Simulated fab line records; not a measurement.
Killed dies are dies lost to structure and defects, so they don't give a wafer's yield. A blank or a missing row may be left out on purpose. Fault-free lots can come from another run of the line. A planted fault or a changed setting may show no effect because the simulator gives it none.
fab line records | flow nandHarc
record lots=5 | wafers=15 | lastDay=33
route steps=1302 shown A_CHANNEL_HOLE_D2@577 END@1302
lots with no fault: from the same line, run without faults
startH: hours from the record's first day to the start of the lot's first wafer shown | waitH: hours from the lot's prior step to this one | " identical to the entry in the row above | L1.1+2: a single row standing in for several wafers | - either no value or no given start | * or withheld: withheld | < > ~ a bound
route shown NAME@n: NAME is a module with steps in the file, n the number in the route of the first one | usual: average and standard deviation across the fault-free wafers | same: alike in all rows | chamber/n: place in a boat | sites: per-site readings | _std_site: the values' standard deviation | _edge_site: inner sites' mean taken away from outer sites' mean | radiusMm: for every site, how far away it sits from the centre of the wafer | mask NAME#n: copy n | behind: the tool/chamber that last shaped the wafer | hold: why the lot went on hold/how many hours it stayed there/how the hold came to an end | device: the transistor (n, p or np) that didn't switch | end of line: the tests these same wafers got at the end of their route | for a step that has no rows: nothing shown but its recipe | killed: dies that structure and defects cost at the first sort, which is not the same as the wafer's yield | map: the dies of a wafer, with x for killed, . for not killed, _ for no die there
set.NAME: the setting that was run; set.NAME@STEP: the one run at that earlier step | model.NAME: the simulator's own value behind a step, which no gauge read
certain route steps with their lots: each step a table, each wafer a row
services: the hour from which a tool's chamber was out of use, counted from the record's first day as startH (under 0 if before that day), plus the number of hours and why
## steps
# step NHARC_A_CHANNEL_HOLE_D2_SOFTBAKE_05
# recipe tempC=105 | timeS=55
# step NHARC_A_CHANNEL_HOLE_D2_EBR_06
# step NHARC_A_CHANNEL_HOLE_D2_EXPOSE_07
# recipe na=1.35 | targetCdNm=100 | sigmaOuter=0.3 | doseMj=59.65 | maskId=HOLE_D2
# step NHARC_A_CHANNEL_HOLE_D2_PEB_08
# recipe pebTempC=100 | pebTimeS=65
# step NHARC_A_CHANNEL_HOLE_D2_DEVELOP_09
# recipe developTimeS=35 | devTempC=23
# step NHARC_A_CHANNEL_HOLE_D2_CD_MEAS_10
# recipe targetCdNm=100 | landingEnergyEv=500
# usual cdNm=99.8/0.46
lot.wafer | tool     | chamber | startH | waitH | cdNm
L765.2    | cdSem-02 | 0       | 321.63 | -     | 99.3
L765.3    | "        | 0       | "      | "     | 99.4
L765.6    | "        | 0       | "      | "     | 99.5
L768.4    | cdSem-03 | 0       | 344.13 | -     | 100.2
L768.5    | "        | 0       | "      | "     | 99.9
L768.6    | "        | 0       | "      | "     | 100.4
L778.3    | cdSem-03 | 0       | 444.43 | -     | 99.7
L778.4    | "        | 0       | "      | "     | 99.4
L778.5    | "        | 0       | "      | "     | 99.6
L783.2    | cdSem-03 | 0       | 504.21 | -     | 99.6
L783.4    | "        | 0       | "      | "     | 99.6
L783.5    | "        | 0       | "      | "     | 99.8
L785.3    | cdSem-03 | 0       | 504.45 | -     | 99.2
L785.4    | "        | 0       | "      | "     | 99.7
L785.6    | "        | 0       | "      | "     | 98.6
# step NHARC_A_CHANNEL_HOLE_D2_OVL_MEAS_11
# usual overlayXNm=0.1/0.94 | overlayYNm=-0.1/0.79
lot.wafer | tool       | chamber | startH | waitH | overlayXNm | overlayYNm
L765.2    | overlay-01 | -       | 321.71 | -     | -0.5       | 0.7
L765.3    | "          | -       | "      | "     | -0.2       | 0.2
L765.6    | "          | -       | "      | "     | 0.1        | 0.6
L768.4    | overlay-01 | -       | 344.21 | -     | -1.3       | 0.2
L768.5    | "          | -       | "      | "     | -1.0       | -0.4
L768.6    | "          | -       | "      | "     | -0.3       | -0.4
L778.3    | overlay-01 | -       | 444.52 | -     | -0.4       | 0.2
L778.4    | "          | -       | "      | "     | 0.1        | 0.3
L778.5    | "          | -       | "      | "     | -0.2       | 0.9
L783.2    | overlay-02 | -       | 504.29 | -     | 1.1        | -0.3
L783.4    | "          | -       | "      | "     | 0.9        | -0.4
L783.5    | "          | -       | "      | "     | 1.2        | -0.1
L785.3    | overlay-01 | -       | 504.53 | -     | 0.7        | -0.1
L785.4    | "          | -       | "      | "     | 0.5        | -0.4
L785.6    | "          | -       | "      | "     | 0.4        | -0.3
# step NHARC_A_CHANNEL_HOLE_D2_INSPECT_12
# usual rawDefectCount=33/22
lot.wafer | tool             | chamber | startH | waitH | rawDefectCount
L765.2    | defectInspect-01 | -       | 321.75 | 0.0   | 52
L765.3    | "                | -       | "      | "     | 63
L765.6    | "                | -       | "      | "     | 64
L768.4    | defectInspect-02 | -       | 344.24 | 0.0   | 52
L768.5    | "                | -       | "      | "     | 60
L768.6    | "                | -       | "      | "     | 54
L778.3    | defectInspect-01 | -       | 444.55 | 0.0   | 19
L778.4    | "                | -       | "      | "     | 18
L778.5    | "                | -       | "      | "     | 8
L783.2    | defectInspect-01 | -       | 504.33 | 0.0   | 17
L783.4    | "                | -       | "      | "     | 24
L783.5    | "                | -       | "      | "     | 29
L785.3    | defectInspect-01 | -       | 504.57 | 0.0   | 1
L785.4    | "                | -       | "      | "     | 3
L785.6    | "                | -       | "      | "     | 4
# step NHARC_A_CHANNEL_HOLE_D2_DESCUM_15
# recipe timeS=3 | o2FlowSccm=200 | arFlowSccm=0 | biasPowerW=0 | chemistry=O2
# usual chamberPressureMTorr=59.99/0.051 | drypumpMotorCurrentA=5.9/0.33 | oesProductAu=1.001/0.0085 | rfVppV=57.7/0.78 | showerheadPlenumPTorr=1.89/0.066 | throttleValvePct=11.312/0.0092
lot.wafer | tool       | chamber | startH | waitH | chamberPressureMTorr | drypumpMotorCurrentA | oesProductAu | rfHoursCounterH | rfVppV | showerheadPlenumPTorr | throttleValvePct
L765.3    | rieDiel-12 | 3       | 321.82 | 0.1   | 59.99                | 6.2                  | 1.012        | 1.4             | 57.9   | 1.88                  | 11.308
L765.2    | "          | 0       | "      | "     | 60.01                | 6.0                  | 0.989        | 1.2             | 57.6   | 1.85                  | 11.314
L765.6    | "          | 2       | "      | "     | 60.01                | 5.8                  | 0.989        | -               | 57.9   | 1.80                  | 11.311
L768.5    | rieDiel-02 | 3       | 344.34 | 0.1   | 60.02                | 6.0                  | 1.013        | -               | 55.9   | 1.90                  | 11.312
L768.6    | "          | 0       | "      | "     | 60.09                | 5.7                  | 1.012        | -               | 57.3   | 2.00                  | 11.327
L768.4    | "          | 1       | "      | "     | 60.05                | 5.9                  | 1.008        | -               | 57.9   | 1.86                  | 11.313
L778.3    | rieDiel-02 | 0       | 444.64 | 0.1   | 60.04                | 5.6                  | 1.004        | 1.9             | 58.8   | 2.00                  | 11.311
L778.5    | "          | 2       | "      | "     | 60.00                | 6.0                  | 0.998        | -               | 58.5   | 1.92                  | 11.310
L778.4    | "          | 0       | "      | "     | 59.92                | 5.6                  | 0.999        | -               | 59.4   | 2.00                  | 11.323
L783.2    | rieDiel-12 | 1       | 504.40 | 0.1   | 59.96                | 5.3                  | 1.003        | 3.7             | 58.5   | 1.86                  | 11.319
L783.4    | "          | 2       | "      | "     | 59.99                | 5.8                  | 1.012        | 3.8             | 57.9   | 1.79                  | 11.319
L783.5    | "          | 1       | "      | "     | 60.00                | 5.3                  | 0.998        | -               | 56.9   | 1.86                  | 11.321
L785.4    | rieDiel-06 | 0       | 504.63 | 0.1   | 60.00                | 6.1                  | 0.989        | 0.9             | 57.2   | 1.93                  | 11.312
L785.3    | "          | 2       | "      | "     | 59.96                | 6.4                  | 0.979        | 0.7             | 56.2   | 1.79                  | 11.313
L785.6    | "          | 0       | "      | "     | 60.02                | 6.1                  | 0.986        | -               | 57.8   | 1.93                  | 11.294
# step NHARC_A_CHANNEL_HOLE_D2_ETCH_38
# recipe targetDepthA=390 | overEtchFrac=0.3 | timeS=65 | ionEnergyEv=80 | cf4FlowSccm=150 | arFlowSccm=0 | rfW=300 | biasW=100 | chemistry=CF4
# usual chamberPressureMTorr=50.00/0.053 | drypumpMotorCurrentA=5.9/0.33 | oesProductAu=1.002/0.0086 | rfVppV=150.9/1.1 | showerheadPlenumPTorr=1.75/0.057 | throttleValvePct=13.285/0.0096
lot.wafer | tool       | chamber | startH | waitH | chamberPressureMTorr | drypumpMotorCurrentA | oesProductAu | rfHoursCounterH | rfVppV | showerheadPlenumPTorr | throttleValvePct
L765.2    | rieDiel-12 | 3       | 321.90 | 0.1   | 50.15                | 6.2                  | 1.002        | 1.4             | 150.1  | 1.74                  | 13.283
L765.3    | "          | 1       | "      | "     | 50.04                | 5.3                  | 1.004        | 1.1             | 152.0  | 1.73                  | 13.284
L765.6    | "          | 2       | "      | "     | 50.02                | 5.8                  | 1.003        | -               | 150.8  | 1.67                  | 13.281
L768.5    | rieDiel-02 | 0       | 344.43 | 0.1   | 50.07                | 5.7                  | 1.001        | -               | 150.7  | 1.84                  | 13.295
L768.4    | "          | 1       | "      | "     | 49.98                | 5.9                  | 1.001        | -               | 151.8  | 1.72                  | 13.277
L768.6    | "          | 3       | "      | "     | 49.91                | 6.0                  | 1.008        | -               | 152.1  | 1.76                  | 13.284
L778.3    | rieDiel-02 | 2       | 444.72 | 0.1   | 50.01                | 6.0                  | 1.010        | 1.5             | 150.3  | 1.78                  | 13.298
L778.5    | "          | 2       | "      | "     | 49.99                | 6.0                  | 1.003        | -               | 151.3  | 1.78                  | 13.284
L778.4    | "          | 0       | "      | "     | 49.99                | 5.7                  | 1.008        | -               | 151.0  | 1.84                  | 13.297
L783.2    | rieDiel-12 | 2       | 504.47 | 0.1   | 50.00                | 5.8                  | 1.007        | 3.8             | 149.9  | 1.67                  | 13.288
L783.4    | "          | 0       | "      | "     | 49.97                | 6.0                  | 1.005        | 3.5             | 150.1  | 1.71                  | 13.300
L783.5    | "          | 3       | "      | "     | 49.95                | 6.3                  | 1.012        | -               | 150.9  | 1.74                  | 13.296
L785.4    | rieDiel-06 | 3       | 504.76 | 0.1   | 50.04                | 4.9                  | 0.996        | 0.8             | 152.5  | 1.89                  | 13.290
L785.3    | "          | 0       | "      | "     | 49.97                | 6.0                  | 0.996        | 1.0             | 151.0  | 1.78                  | 13.289
L785.6    | "          | 1       | "      | "     | 49.92                | 5.8                  | 0.988        | -               | 150.7  | 1.78                  | 13.286
# step NHARC_A_CHANNEL_HOLE_D2_ETCH_39
# recipe targetDepthA=2600 | overEtchFrac=0.3 | timeS=325 | ionEnergyEv=200 | n2FlowSccm=150 | h2FlowSccm=150 | arFlowSccm=0 | rfW=400 | biasW=150 | chemistry=N2/H2
# usual chamberPressureMTorr=30.001/0.026 | drypumpMotorCurrentA=5.8/0.36 | oesProductAu=1.002/0.0095 | rfVppV=429.7/2.3 | showerheadPlenumPTorr=2.01/0.078 | throttleValvePct=14.171/0.0097
lot.wafer | tool       | chamber | startH | waitH | chamberPressureMTorr | drypumpMotorCurrentA | oesProductAu | rfHoursCounterH | rfVppV | showerheadPlenumPTorr | throttleValvePct
L765.2    | rieDiel-12 | 1       | -      | -     | 29.982               | 5.3                  | 1.005        | 1.2             | 429.7  | 1.98                  | 14.166
L765.3    | "          | 2       | "      | "     | 30.018               | 5.8                  | 0.989        | 1.4             | 428.4  | 1.91                  | 14.176
L765.6    | "          | 1       | "      | "     | 29.980               | 5.3                  | 1.002        | -               | 430.1  | 1.99                  | 14.189
L768.4    | rieDiel-02 | 3       | -      | -     | 29.989               | 6.0                  | 1.013        | -               | 430.4  | 2.03                  | 14.172
L768.5    | "          | 0       | "      | "     | 29.996               | 5.7                  | 1.000        | -               | 432.2  | 2.14                  | 14.157
L768.6    | "          | 1       | "      | "     | 30.037               | 5.9                  | 1.010        | -               | 429.1  | 1.98                  | 14.177
L778.3    | rieDiel-02 | 3       | -      | -     | 29.995               | 6.0                  | 1.000        | 1.7             | 432.4  | 2.03                  | 14.176
L778.5    | "          | 2       | "      | "     | 30.030               | 6.0                  | 1.011        | -               | 430.3  | 2.05                  | 14.170
L778.4    | "          | 0       | "      | "     | 30.034               | 5.7                  | 1.017        | -               | 433.4  | 2.14                  | 14.171
L783.2    | rieDiel-12 | 2       | -      | -     | 29.985               | 5.8                  | 1.005        | 3.9             | 426.6  | 1.91                  | 14.183
L783.4    | "          | 0       | "      | "     | 30.010               | 6.0                  | 1.006        | 3.5             | 428.0  | 1.96                  | 14.167
L783.5    | "          | 2       | "      | "     | 29.983               | 5.8                  | 0.991        | -               | 424.8  | 1.91                  | 14.156
L785.4    | rieDiel-06 | 2       | -      | -     | 29.987               | 6.4                  | 0.992        | 0.8             | 427.3  | 1.90                  | 14.176
L785.3    | "          | 1       | "      | "     | 30.029               | 5.8                  | 0.992        | 0.9             | 430.3  | 2.05                  | 14.176
L785.6    | "          | 3       | "      | "     | 30.015               | 4.8                  | 0.997        | -               | 434.7  | 2.20                  | 14.151
# step NHARC_A_CHANNEL_HOLE_D2_ETCH_34
# recipe targetDepthA=1540 | timeS=77 | cf4FlowSccm=100 | chf3FlowSccm=30 | arFlowSccm=0 | rfW=500 | biasW=200 | chemistry=CF4/CHF3
# usual chamberPressureMTorr=24.998/0.022 | drypumpMotorCurrentA=5.8/0.34 | oesProductAu=0.960/0.017 | rfVppV=370.0/1.9 | showerheadPlenumPTorr=1.56/0.053 | throttleValvePct=16.804/0.009
lot.wafer | tool       | chamber | startH | waitH | chamberPressureMTorr | drypumpMotorCurrentA | oesProductAu | rfHoursCounterH | rfVppV | showerheadPlenumPTorr | throttleValvePct
L765.3    | rieDiel-12 | 3       | -      | -     | 24.980               | 6.2                  | 0.942        | 1.5             | 369.9  | 1.55                  | 16.799
L765.2    | "          | 0       | "      | "     | 25.002               | 6.0                  | 0.962        | 1.4             | 369.5  | 1.52                  | 16.801
L765.6    | "          | 2       | "      | "     | 25.018               | 5.8                  | 0.963        | -               | 368.0  | 1.48                  | 16.785
L768.5    | rieDiel-02 | 0       | -      | -     | 25.012               | 5.6                  | 0.966        | -               | 372.0  | 1.64                  | 16.804
L768.6    | "          | 1       | "      | "     | 24.984               | 5.9                  | 0.982        | -               | 370.7  | 1.53                  | 16.793
L768.4    | "          | 3       | "      | "     | 25.042               | 6.0                  | 0.972        | -               | 371.8  | 1.57                  | 16.795
L778.3    | rieDiel-02 | 2       | -      | -     | 24.995               | 6.0                  | 0.953        | 1.8             | 370.2  | 1.58                  | 16.804
L778.5    | "          | 2       | "      | "     | 25.000               | 6.0                  | 0.955        | -               | 370.6  | 1.58                  | 16.785
L778.4    | "          | 0       | "      | "     | 24.976               | 5.6                  | 0.963        | -               | 373.0  | 1.64                  | 16.796
L783.2    | rieDiel-12 | 2       | -      | -     | 24.960               | 5.8                  | 0.929        | 4.0             | 367.2  | 1.48                  | 16.811
L783.4    | "          | 0       | "      | "     | 24.986               | 6.1                  | 0.924        | 3.6             | 369.8  | 1.52                  | 16.796
L783.5    | "          | 1       | "      | "     | 24.979               | 5.3                  | 0.922        | -               | 369.0  | 1.53                  | 16.805
L785.3    | rieDiel-06 | 3       | -      | -     | 24.993               | 4.9                  | 0.952        | 1.0             | 373.7  | 1.69                  | 16.829
L785.4    | "          | 2       | "      | "     | 24.993               | 6.3                  | 0.940        | 1.0             | 367.4  | 1.48                  | 16.812
L785.6    | "          | 0       | "      | "     | 24.980               | 6.1                  | 0.937        | -               | 370.9  | 1.58                  | 16.812
# step NHARC_A_CHANNEL_HOLE_D2_ETCH_16
# recipe targetDepthA=31000 | overEtchFrac=0.3 | timeS=806 | ionEnergyEv=150 | o2FlowSccm=400 | cosFlowSccm=20 | arFlowSccm=0 | rfW=500 | biasW=300 | chemistry=O2/COS
# usual chamberPressureMTorr=20.002/0.017 | drypumpMotorCurrentA=5.9/0.33 | oesProductAu=1.002/0.008 | rfVppV=313.6/1.5 | showerheadPlenumPTorr=3.08/0.1 | throttleValvePct=28.330/0.0095
lot.wafer | tool       | chamber | startH | waitH | chamberPressureMTorr | drypumpMotorCurrentA | oesProductAu | rfHoursCounterH | rfVppV | showerheadPlenumPTorr | throttleValvePct
L765.3    | rieDiel-12 | 0       | 322.34 | -     | 20.001               | 6.0                  | 0.991        | 1.5             | 313.4  | 3.02                  | 28.338
L765.2    | "          | 3       | "      | "     | 20.033               | 6.3                  | 0.995        | 1.6             | 312.2  | 3.07                  | 28.349
L765.6    | "          | 0       | "      | "     | 20.043               | 6.0                  | 0.990        | -               | 311.6  | 3.02                  | 28.329
L768.4    | rieDiel-02 | 1       | 345.15 | -     | 20.003               | 5.9                  | 1.013        | -               | 314.6  | 3.04                  | 28.337
L768.5    | "          | 3       | "      | "     | 19.980               | 6.0                  | 1.012        | -               | 314.9  | 3.11                  | 28.336
L768.6    | "          | 0       | "      | "     | 20.017               | 5.7                  | 0.999        | -               | 316.7  | 3.26                  | 28.332
L778.3    | rieDiel-02 | 3       | 445.31 | -     | 19.983               | 6.0                  | 0.804        | 2.0             | 312.7  | 3.11                  | 28.336
L778.4    | "          | 3       | "      | "     | 20.000               | 6.0                  | 0.800        | -               | 313.9  | 3.11                  | 28.327
L778.5    | "          | 0       | "      | "     | 20.001               | 5.7                  | 1.008        | -               | 315.2  | 3.26                  | 28.329
L783.2    | rieDiel-12 | 0       | 504.97 | -     | 19.993               | 6.0                  | 1.006        | 3.7             | 312.3  | 3.01                  | 28.328
L783.4    | "          | 1       | "      | "     | 20.023               | 5.3                  | 1.007        | 4.1             | 313.9  | 3.04                  | 28.312
L783.5    | "          | 0       | "      | "     | 20.002               | 6.0                  | 1.008        | -               | 312.8  | 3.01                  | 28.328
L785.3    | rieDiel-06 | 1       | 505.58 | -     | 20.013               | 5.8                  | 1.000        | 1.3             | 313.3  | 3.14                  | 28.334
L785.4    | "          | 2       | "      | "     | 19.987               | 6.4                  | 0.993        | 1.2             | 311.0  | 2.93                  | 28.319
L785.6    | "          | 0       | "      | "     | 20.017               | 6.0                  | 0.999        | -               | 315.6  | 3.14                  | 28.338
# step NHARC_A_CHANNEL_HOLE_D2_CD_MEAS_18
# usual cdNm=99.0/1.7
lot.wafer | tool     | chamber | startH | waitH | cdNm
L765.2    | cdSem-01 | -       | 322.92 | -     | 100.7
L765.3    | "        | -       | "      | "     | 97.6
L765.6    | "        | -       | "      | "     | 101.2
L768.4    | cdSem-03 | -       | 345.62 | -     | 97.5
L768.5    | "        | -       | "      | "     | 97.6
L768.6    | "        | -       | "      | "     | 99.6
L778.3    | cdSem-01 | -       | 445.93 | -     | 98.8
L778.4    | "        | -       | "      | "     | 97.2
L778.5    | "        | -       | "      | "     | 98.0
L783.2    | cdSem-03 | -       | 505.49 | -     | 100.0
L783.4    | "        | -       | "      | "     | 99.7
L783.5    | "        | -       | "      | "     | 98.9
L785.3    | cdSem-03 | -       | 506.04 | -     | 98.0
L785.4    | "        | -       | "      | "     | 100.6
L785.6    | "        | -       | "      | "     | 98.1
# step NHARC_END_SORT_01
# recipe tempC=25
# usual killedAtArray=61/23 | killedAtOther=1.3/1.4 | killedAtPeriphery=4.0/2.6 | killedDies=66/22 | killedOpen=3.4/1.8 | killedShort=2.3/1.4
# same grossDies=677
lot.wafer | tool      | chamber | startH | waitH | killedAtArray | killedAtOther | killedAtPeriphery | killedDies | killedOpen | killedShort
L778.3    | prober-02 | 0       | 724.43 | 3.2   | 667           | 4             | 6                 | 677        | 3          | 2
L778.4    | prober-02 | 0       | 725.24 | 3.5   | 668           | 4             | 5                 | 677        | 2          | 3
L778.5    | prober-02 | 0       | 726.04 | 3.7   | 53            | 7             | 5                 | 65         | 2          | 1
# killed by level:class
L778.3 A_CHANNEL_HOLE_D2:areaEtch=610 A_SLIT:chamberFilmFlake=31 A_CHANNEL_HOLE_D1:chamberFilmFlake=10 A_CONTACT:chamberFilmFlake=9 THIN_TSV:chamberFilmFlake=4 P_M2:chamberFilmFlake=3 A_CHANNEL_FILL_D2:geometricParticle:open=2 A_CHANNEL_FILL_D1:chamberFilmFlake=2
L778.4 A_CHANNEL_HOLE_D2:areaEtch=613 A_SLIT:chamberFilmFlake=31 A_CONTACT:chamberFilmFlake=8 A_CHANNEL_HOLE_D1:chamberFilmFlake=7 P_M0:chamberFilmFlake=3 THIN_TSV:chamberFilmFlake=3 A_CHANNEL_FILL_D2:geometricParticle:short=2 A_STAIRCASE:chamberFilmFlake=2
L778.5 A_SLIT:chamberFilmFlake=30 A_CONTACT:chamberFilmFlake=9 THIN_TSV:chamberFilmFlake=7 A_CHANNEL_HOLE_D1:chamberFilmFlake=4 A_STAIRCASE:chamberFilmFlake=4 P_M2:chamberFilmFlake=3 A_CHANNEL_FILL_D2:chamberFilmFlake=2 A_DECK1_JOINT:geometricParticle:open=1
# map L778.3 (x killed, . not)
____________x____________
_________xxxxxxx_________
_______xxxxxxxxxxx_______
______xxxxxxxxxxxxx______
_____xxxxxxxxxxxxxxx_____
____xxxxxxxxxxxxxxxxx____
____xxxxxxxxxxxxxxxxx____
___xxxxxxxxxxxxxxxxxxx___
___xxxxxxxxxxxxxxxxxxx___
__xxxxxxxxxxxxxxxxxxxxx__
__xxxxxxxxxxxxxxxxxxxxx__
_xxxxxxxxxxxxxxxxxxxxxxx_
_xxxxxxxxxxxxxxxxxxxxxxx_
_xxxxxxxxxxxxxxxxxxxxxxx_
_xxxxxxxxxxxxxxxxxxxxxxx_
_xxxxxxxxxxxxxxxxxxxxxxx_
xxxxxxxxxxxxxxxxxxxxxxxxx
xxxxxxxxxxxxxxxxxxxxxxxxx
xxxxxxxxxxxxxxxxxxxxxxxxx
xxxxxxxxxxxxxxxxxxxxxxxxx
xxxxxxxxxxxxxxxxxxxxxxxxx
_xxxxxxxxxxxxxxxxxxxxxxx_
_xxxxxxxxxxxxxxxxxxxxxxx_
_xxxxxxxxxxxxxxxxxxxxxxx_
_xxxxxxxxxxxxxxxxxxxxxxx_
_xxxxxxxxxxxxxxxxxxxxxxx_
__xxxxxxxxxxxxxxxxxxxxx__
__xxxxxxxxxxxxxxxxxxxxx__
___xxxxxxxxxxxxxxxxxxx___
___xxxxxxxxxxxxxxxxxxx___
____xxxxxxxxxxxxxxxxx____
____xxxxxxxxxxxxxxxxx____
_____xxxxxxxxxxxxxxx_____
______xxxxxxxxxxxxx______
_______xxxxxxxxxxx_______
_________xxxxxxx_________
____________x____________
# map L768.4 (x killed, . not)
____________.____________
_________..x...._________
_______..........._______
______.............______
_____..............._____
____.....x.........x.____
____.......x.........____
___........x..........___
___.......x...........___
__.......x....x........__
__..........x....x.....__
_..............x........_
_......................._
_......................._
_......................._
_.................x....._
.........................
.xxx............x........
...............x.........
.xxx........x............
.xxxx.x..................
_.xxxxxx................_
_xxxxxx.x..........x.x.._
_xxxxxx................._
_.xxxx.................._
_xxxxx.................._
__xxxxx................__
__xx.xxx...............__
___...................___
___.x.................___
____.................____
____.................____
_____..............._____
______.............______
_______..........._______
_________......._________
____________.____________
## services
tool       | chamber | startH | hours | kind
rieDiel-02 | 0       | 299.20 | -     | clean
rieDiel-02 | 1       | 299.20 | -     | clean
rieDiel-02 | 2       | 299.20 | -     | clean
rieDiel-02 | 3       | 299.20 | -     | clean
rieDiel-12 | 0       | 302.07 | -     | clean
rieDiel-12 | 1       | 302.07 | -     | clean
rieDiel-12 | 2       | 302.07 | -     | clean
rieDiel-12 | 3       | 302.07 | -     | clean
rieDiel-06 | -       | 307.20 | 9.0   | pm
rieDiel-02 | 0       | 323.70 | -     | clean
rieDiel-02 | 1       | 323.70 | -     | clean
rieDiel-02 | 2       | 323.70 | -     | clean
rieDiel-02 | 0       | 330.81 | 4.1   | repair
rieDiel-02 | 2       | 340.72 | 6.1   | repair
rieDiel-06 | 0       | 340.79 | 13.5  | repair
rieDiel-02 | 2       | 356.16 | 4.3   | repair
rieDiel-12 | 2       | 365.85 | 7.4   | repair
rieDiel-02 | -       | 393.70 | 9.0   | pm
rieDiel-02 | -       | 442.00 | 0.7   | repair
rieDiel-12 | -       | 445.52 | 9.0   | pm
rieDiel-06 | 0       | 446.87 | 15.0  | repair
rieDiel-02 | 3       | 448.43 | 31.0  | repair
rieDiel-12 | -       | 480.03 | 0.7   | repair
rieDiel-06 | -       | 484.20 | 9.0   | pm
## key
firstSign step=NHARC_A_CHANNEL_HOLE_D2_ETCH_16 | reading=oesProductAu | direction=down | sigmas=25 | usual=1.002 | struck=0.802
effect step=NHARC_END_SORT_01 | reading=killedDies | direction=up | sigmas=27 | usual=66 | struck=677
moreKillsBornAt NHARC_A_CHANNEL_HOLE_D2_ETCH_16@rieDiel-02=1223
metAt NHARC_A_CHANNEL_HOLE_D2_ETCH_16
struckWafers L778.3,L778.4
laterRowsLeftOut L778.3,L778.4
testerLeftOut L778
onsetBetween 345.15 445.31
fault kind=processParameterDrift | tool=rieDiel-02 | chamber=3 | onsetH=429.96 | steps=NHARC_A_CHANNEL_HOLE_D2_ETCH_16 | channel=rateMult | offset=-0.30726 | shape=step | endH=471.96
# testerLeftOut: of these lots the tester's yield and bins aren't shown, on N5 and GAA mostly nor the transistor test; their killed dies are dies lost to structure and defects alone, not to doping, threshold or leakage, so they don't give the yield
# laterRowsLeftOut: the simulator's readings of these wafers behind a module that went badly wrong aren't trusted and aren't shown, but for the sort
